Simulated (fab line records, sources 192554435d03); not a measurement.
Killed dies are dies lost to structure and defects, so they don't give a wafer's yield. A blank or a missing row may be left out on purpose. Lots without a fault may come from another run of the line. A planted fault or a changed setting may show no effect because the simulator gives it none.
Which tool did it? | flow n5_finfet | 24 lots, 72 wafers sampled, at 6 steps of a route of 1938

WHAT THE GAUGES READ, wafer by wafer
N5_FIN_SAQP_THK_MEAS_07.
lot  | measured    | on            | thk_nm (nm)
L074 | day 1 21:09 | film_metro-01 | 60.8 61.2 60.1
L075 | day 2 03:31 | film_metro-02 | 61.0 61.0 61.5
L076 | day 2 09:33 | film_metro-02 | 59.7 59.2 60.4
L077 | day 2 15:40 | film_metro-02 | 58.5 60.9 59.2
L078 | day 2 22:34 | film_metro-01 | 59.6 59.2 60.1
L079 | day 3 03:05 | film_metro-01 | 60.2 59.5 60.1
L080 | day 3 09:58 | film_metro-01 | 59.1 60.5 60.0
L081 | day 3 15:32 | film_metro-01 | 59.7 59.6 60.0
L082 | day 3 22:05 | film_metro-02 | 59.8 60.8 60.7
L083 | day 4 03:55 | film_metro-01 | 60.3 59.3 60.1
L084 | day 4 08:47 | film_metro-02 | 60.3 59.9 60.8
L085 | day 4 15:01 | film_metro-02 | 60.0 60.2 60.7
L086 | day 4 23:39 | film_metro-02 | 59.7 60.2 60.6
L087 | day 5 05:26 | film_metro-02 | 60.2 61.2 60.6
L088 | day 5 08:50 | film_metro-01 | 59.1 58.3 60.1
L089 | day 5 15:14 | film_metro-01 | 60.5 61.2 62.0
L090 | day 5 21:11 | film_metro-01 | 59.8 60.8 61.5
L091 | day 6 03:52 | film_metro-01 | 60.2 60.5 61.4
L092 | day 6 08:50 | film_metro-02 | 59.1 59.8 59.9
L093 | day 6 14:59 | film_metro-01 | 59.9 59.0 59.4
L094 | day 6 21:16 | film_metro-01 | 59.9 59.6 60.9
L095 | day 7 03:13 | film_metro-02 | 58.8 59.8 60.7
L096 | day 7 10:19 | film_metro-02 | 58.0 57.4 58.7
L097 | day 7 18:28 | film_metro-01 | 57.6 59.7 59.4

N5_FIN_SAQP_OVL_MEAS_17.
lot  | measured    | on         | FIN_CORE_OVL (nm)
L074 | day 1 21:33 | overlay-02 | 0.4 0.0 0.2
L075 | day 2 03:55 | overlay-01 | -0.6 -0.2 -1.8
L076 | day 2 10:05 | overlay-01 | 0.5 1.3 1.0
L077 | day 2 16:13 | overlay-01 | 0.2 0.4 0.1
L078 | day 2 23:05 | overlay-02 | -0.1 -0.2 -0.8
L079 | day 3 03:29 | overlay-01 | -1.5 -0.4 -0.2
L080 | day 3 10:29 | overlay-01 | -1.1 0.7 -0.8
L081 | day 3 16:04 | overlay-01 | 0.3 0.8 0.3
L082 | day 3 22:36 | overlay-01 | -0.5 -0.8 -0.6
L083 | day 4 04:19 | overlay-01 | 0.0 1.1 0.4
L084 | day 4 09:19 | overlay-02 | -0.3 0.0 0.1
L085 | day 4 15:25 | overlay-01 | 0.0 0.1 0.9
L086 | day 5 00:12 | overlay-02 | -0.1 0.6 -0.2
L087 | day 5 05:57 | overlay-01 | 1.8 1.1 0.2
L088 | day 5 09:14 | overlay-01 | 0.6 -0.9 -0.4
L089 | day 5 15:45 | overlay-01 | 0.5 0.5 0.4
L090 | day 5 21:42 | overlay-02 | -0.1 -0.5 0.8
L091 | day 6 04:25 | overlay-01 | -0.1 -1.1 -1.0
L092 | day 6 09:14 | overlay-01 | -1.0 -1.6 -0.4
L093 | day 6 15:31 | overlay-02 | -0.3 -0.4 -0.6
L094 | day 6 21:47 | overlay-02 | -1.2 -1.0 0.5
L095 | day 7 03:44 | overlay-01 | -0.7 -0.4 -1.3
L096 | day 7 10:50 | overlay-01 | 2.3 0.6 2.2
L097 | day 7 19:01 | overlay-02 | 0.6 -0.7 0.3

N5_FIN_SAQP_CD_MEAS_27: target cd 20 nm.
lot  | measured    | on        | cd_nm (nm)
L074 | day 1 23:43 | cd_sem-01 | 20.36 20.30 20.15
L075 | day 2 06:04 | cd_sem-01 | 20.37 20.02 20.60
L076 | day 2 12:08 | cd_sem-03 | 20.17 20.25 20.09
L077 | day 2 18:30 | cd_sem-02 | 19.97 20.04 20.17
L078 | day 3 02:01 | cd_sem-02 | 20.15 20.09 20.07
L079 | day 3 05:34 | cd_sem-02 | 20.37 20.30 20.55
L080 | day 3 12:46 | cd_sem-01 | 20.24 20.08 19.74
L081 | day 3 18:08 | cd_sem-03 | 20.14 20.69 20.36
L082 | day 4 00:42 | cd_sem-01 | 20.34 19.99 20.33
L083 | day 4 06:23 | cd_sem-03 | 20.40 20.32 19.99
L084 | day 4 11:52 | cd_sem-01 | 20.03 20.51 19.91
L085 | day 4 17:30 | cd_sem-02 | 20.09 19.79 20.24
L086 | day 5 02:23 | cd_sem-01 | 20.18 20.52 20.29
L087 | day 5 09:46 | cd_sem-02 | 20.22 20.15 20.40
L088 | day 5 11:50 | cd_sem-01 | 20.43 20.41 20.50
L089 | day 5 17:50 | cd_sem-02 | 20.36 20.39 20.41
L090 | day 5 23:46 | cd_sem-03 | 20.12 19.77 20.21
L091 | day 6 06:42 | cd_sem-03 | 20.36 19.85 20.40
L092 | day 6 11:36 | cd_sem-02 | 19.77 20.16 20.05
L093 | day 6 17:35 | cd_sem-02 | 20.49 20.48 20.15
L094 | day 7 00:24 | cd_sem-03 | 20.28 20.01 20.19
L095 | day 7 06:06 | cd_sem-03 | 20.19 19.97 19.69
L096 | day 7 12:58 | cd_sem-03 | 20.60 20.02 19.94
L097 | day 7 21:05 | cd_sem-02 | 20.46 20.15 20.19

WHICH TOOL RAN EACH LOT (tool, then ch and the chambers of the sampled wafers, then the start)
lot  | N5_FIN_SAQP_HM_DEP_03          | N5_FIN_SAQP_HM_DEP_72          | N5_FIN_SAQP_SPACER1_ETCHBACK_25
L074 | pecvd-04 ch 0,2, day 1 20:47   | pecvd-03 ch 0,2, day 1 21:11   | rie_diel-03 ch 2,3, day 1 23:30
L075 | pecvd-02 ch 0,2, day 2 03:10   | pecvd-03 ch 0,2, day 2 03:34   | rie_diel-04 ch 0,1,2, day 2 05:51
L076 | pecvd-04 ch 0,1, day 2 09:14   | pecvd-03 ch 0,1,2, day 2 09:35 | rie_diel-04 ch 1,2,3, day 2 11:56
L077 | pecvd-04 ch 0,1, day 2 15:23   | pecvd-04 ch 0,1, day 2 15:44   | rie_diel-04 ch 2,3, day 2 18:17
L078 | pecvd-02 ch 1,2, day 2 22:16   | pecvd-02 ch 0,1, day 2 22:36   | rie_diel-04 ch 0,2, day 3 01:49
L079 | pecvd-04 ch 0,1,2, day 3 02:49 | pecvd-02 ch 0,1,2, day 3 03:09 | rie_diel-04 ch 1,2,3, day 3 05:21
L080 | pecvd-03 ch 0,1, day 3 09:37   | pecvd-03 ch 0,1,2, day 3 10:01 | rie_diel-05 ch 1,2,3, day 3 12:34
L081 | pecvd-04 ch 0,2, day 3 15:15   | pecvd-04 ch 0,1, day 3 15:35   | rie_diel-05 ch 0,1,2, day 3 17:56
L082 | pecvd-04 ch 0,1,2, day 3 21:47 | pecvd-04 ch 0,1, day 3 22:07   | rie_diel-04 ch 0,2,3, day 4 00:30
L083 | pecvd-03 ch 0,1,2, day 4 03:34 | pecvd-04 ch 0,1,2, day 4 03:58 | rie_diel-04 ch 1,2, day 4 06:10
L084 | pecvd-04 ch 0,2, day 4 08:29   | pecvd-02 ch 0,1,2, day 4 08:51 | rie_diel-05 ch 0,3, day 4 11:40
L085 | pecvd-03 ch 0,1,2, day 4 14:39 | pecvd-02 ch 0,1,2, day 4 15:03 | rie_diel-04 ch 1,2,3, day 4 17:18
L086 | pecvd-02 ch 0,2, day 4 23:17   | pecvd-04 ch 0,2, day 4 23:41   | rie_diel-05 ch 2,3, day 5 02:11
L087 | pecvd-03 ch 0,1, day 5 05:04   | pecvd-03 ch 0,1,2, day 5 05:28 | rie_diel-05 ch 0,2,3, day 5 09:34
L088 | pecvd-02 ch 0,1,2, day 5 08:29 | pecvd-03 ch 0,1,2, day 5 08:53 | rie_diel-05 ch 0,1,3, day 5 11:38
L089 | pecvd-03 ch 1,2, day 5 14:56   | pecvd-03 ch 0,2, day 5 15:16   | rie_diel-03 ch 1,3, day 5 17:38
L090 | pecvd-04 ch 0,2, day 5 20:51   | pecvd-03 ch 0,1,2, day 5 21:13 | rie_diel-05 ch 0,3, day 5 23:34
L091 | pecvd-04 ch 0,1, day 6 03:34   | pecvd-03 ch 0,2, day 6 03:54   | rie_diel-03 ch 0,1,3, day 6 06:30
L092 | pecvd-04 ch 0,2, day 6 08:32   | pecvd-04 ch 0,1,2, day 6 08:52 | rie_diel-03 ch 1,2,3, day 6 11:24
L093 | pecvd-03 ch 0,1,2, day 6 14:42 | pecvd-04 ch 0,1,2, day 6 15:02 | rie_diel-04 ch 1,2,3, day 6 17:23
L094 | pecvd-02 ch 0,1,2, day 6 20:58 | pecvd-03 ch 0,1,2, day 6 21:17 | rie_diel-03 ch 2,3, day 7 00:12
L095 | pecvd-02 ch 0,1,2, day 7 02:55 | pecvd-02 ch 0,1,2, day 7 03:14 | rie_diel-04 ch 0,1,2, day 7 05:53
L096 | pecvd-02 ch 0,1,2, day 7 10:01 | pecvd-02 ch 0,2, day 7 10:21   | rie_diel-03 ch 0,2, day 7 12:46
L097 | pecvd-03 ch 0,2, day 7 18:10   | pecvd-04 ch 0,2, day 7 18:30   | rie_diel-03 ch 0,2, day 7 20:53
- N5_FIN_SAQP_HM_DEP_03: deposits SiNx from SiH4/NH3/N2, target thk 38 nm, time 33.6 s.
- N5_FIN_SAQP_HM_DEP_72: deposits SiO2 from SiH4/N2O, target thk 12 nm, time 7.2 s.
- N5_FIN_SAQP_SPACER1_ETCHBACK_25: etches SiO2 in CHF3/O2, target depth 24.4 nm, time 12.2 s.

WHAT THE TOOLS THEMSELVES READ (means of the sampled wafers that have a number; where no wafer has one, the mark that the record gives instead)
N5_FIN_SAQP_HM_DEP_03.
lot  | tool     | heater_power_w (W) | showerhead_plenum_p_Torr (Torr) | throttle_valve_pct (%)
L074 | pecvd-04 | 813                | 5.17                            | 43
L075 | pecvd-02 | 711                | 5.23                            | 39
L076 | pecvd-04 | 729                | 5.31                            | 45
L077 | pecvd-04 | 666                | 5.24                            | 45
L078 | pecvd-02 | 942                | 5.22                            | 39
L079 | pecvd-04 | 768                | 5.23                            | 42
L080 | pecvd-03 | 831                | 5.15                            | 42
L081 | pecvd-04 | 858                | 5.15                            | 39
L082 | pecvd-04 | 789                | 5.23                            | 42
L083 | pecvd-03 | 753                | 5.13                            | 40
L084 | pecvd-04 | 844                | 5.15                            | 39
L085 | pecvd-03 | 733                | 5.12                            | 40
L086 | pecvd-02 | 665                | 5.18                            | 41
L087 | pecvd-03 | 717                | 5.10                            | 40
L088 | pecvd-02 | 809                | 5.18                            | 40
L089 | pecvd-03 | 730                | 5.14                            | 40
L090 | pecvd-04 | 832                | 5.15                            | 39
L091 | pecvd-04 | 735                | 5.25                            | 42
L092 | pecvd-04 | 784                | 5.17                            | 42
L093 | pecvd-03 | 749                | 5.12                            | 40
L094 | pecvd-02 | 759                | 5.18                            | 41
L095 | pecvd-02 | 798                | 5.19                            | 41
L096 | pecvd-02 | 839                | 5.17                            | 41
L097 | pecvd-03 | 709                | 5.08                            | 38

N5_FIN_SAQP_HM_DEP_72.
lot  | tool     | heater_power_w (W) | showerhead_plenum_p_Torr (Torr)
L074 | pecvd-03 | 653                | 8.03
L075 | pecvd-03 | 687                | 7.99
L076 | pecvd-03 | 788                | 8.11
L077 | pecvd-04 | 656                | 8.51
L078 | pecvd-02 | 862                | 8.11
L079 | pecvd-02 | 748                | 8.22
L080 | pecvd-03 | 696                | 8.10
L081 | pecvd-04 | 738                | 8.50
L082 | pecvd-04 | 687                | 8.37
L083 | pecvd-04 | 778                | 8.34
L084 | pecvd-02 | 840                | 8.24
L085 | pecvd-02 | 814                | 8.22
L086 | pecvd-04 | 793                | 8.17
L087 | pecvd-03 | 720                | 8.10
L088 | pecvd-03 | 745                | 8.12
L089 | pecvd-03 | 655                | 8.03
L090 | pecvd-03 | 781                | 8.11
L091 | pecvd-03 | 703                | 8.00
L092 | pecvd-04 | 765                | 8.33
L093 | pecvd-04 | 777                | 8.33
L094 | pecvd-03 | 694                | 8.11
L095 | pecvd-02 | 823                | 8.24
L096 | pecvd-02 | 668                | 8.25
L097 | pecvd-04 | 793                | 8.18

N5_FIN_SAQP_SPACER1_ETCHBACK_25.
lot  | tool        | drypump_motor_current_A (A) | oes_f_703_au (a.u.) | oes_product_au (a.u.) | rf_vpp_V (V) | showerhead_plenum_p_Torr (Torr) | throttle_valve_pct (%)
L074 | rie_diel-03 | 5.3                         | 0.81                | 0.79                  | 526          | 2.38                            | 18.83
L075 | rie_diel-04 | 5.5                         | 0.76                | 0.74                  | 520          | 2.36                            | 18.93
L076 | rie_diel-04 | 5.5                         | 0.76                | 0.74                  | 522          | 2.31                            | 19.02
L077 | rie_diel-04 | 5.9                         | 0.77                | 0.73                  | 509          | 2.31                            | 19.09
L078 | rie_diel-04 | 5.9                         | 0.76                | 0.73                  | 506          | 2.36                            | 19.01
L079 | rie_diel-04 | 5.4                         | 0.75                | 0.73                  | 525          | 2.31                            | 19.03
L080 | rie_diel-05 | 6.3                         | 0.76                | 0.78                  | 536          | 2.38                            | 18.82
L081 | rie_diel-05 | 6.2                         | 0.70                | 0.71                  | 539          | 2.31                            | 18.89
L082 | rie_diel-04 | 5.6                         | 0.76                | 0.72                  | 514          | 2.35                            | 18.95
L083 | rie_diel-04 | 5.3                         | 0.73                | 0.72                  | 530          | 2.31                            | 19.05
L084 | rie_diel-05 | 5.9                         | 0.74                | 0.74                  | 530          | 2.42                            | 18.89
L085 | rie_diel-04 | 5.4                         | 0.74                | 0.73                  | 522          | 2.30                            | 19.06
L086 | rie_diel-05 | 6.0                         | 0.83                | 0.84                  | 527          | 2.47                            | 18.73
L087 | rie_diel-05 | 6.0                         | 0.76                | 0.77                  | 530          | 2.41                            | 18.81
L088 | rie_diel-05 | 6.1                         | 0.72                | 0.73                  | 537          | 2.39                            | 18.92
L089 | rie_diel-03 | 5.8                         | 0.78                | 0.77                  | 523          | 2.36                            | 19.15
L090 | rie_diel-05 | 5.9                         | 0.73                | 0.72                  | 530          | 2.42                            | 18.90
L091 | rie_diel-03 | 5.6                         | 0.83                | 0.81                  | 524          | 2.44                            | 18.94
L092 | rie_diel-03 | 5.5                         | 0.78                | 0.78                  | 526          | 2.36                            | 19.05
L093 | rie_diel-04 | 5.5                         | 0.73                | 0.71                  | 523          | 2.29                            | 19.09
L094 | rie_diel-03 | 5.3                         | 0.78                | 0.79                  | 530          | 2.36                            | 18.93
L095 | rie_diel-04 | 5.5                         | 0.84                | 0.81                  | 519          | 2.35                            | 18.87
L096 | rie_diel-03 | 5.3                         | 0.84                | 0.84                  | 530          | 2.42                            | 18.86
L097 | rie_diel-03 | 5.3                         | 0.84                | 0.84                  | 531          | 2.42                            | 18.89

THE ANSWER, worked out from the rows above alone
Rule: what is usual is taken from the lots themselves. Put in order of their means at a reading, lots are off if they are a third of the lots or fewer, leave a main group of 4 or more, and stand apart from it by a gap of 3 or more times the standard deviation of the main group's means; of several such gaps the widest counts. A main group whose means are all the same, to the digits that the tables above print for the reading, isn't used. A lot without any number at a reading at which 4 lots or more have one is off too. The other lots that the step has rows for count as sound. The gauges are gone through in route order, then the tools' own readings, and for those a lot's mean is taken as printed above. The first step at which some lot is off is used, and at that step the reading that is off furthest; a lot without a number counts as furthest.
No lot is off at any reading shown: from this, nothing can be told.

WHAT THE SIMULATOR HAD PUT IN
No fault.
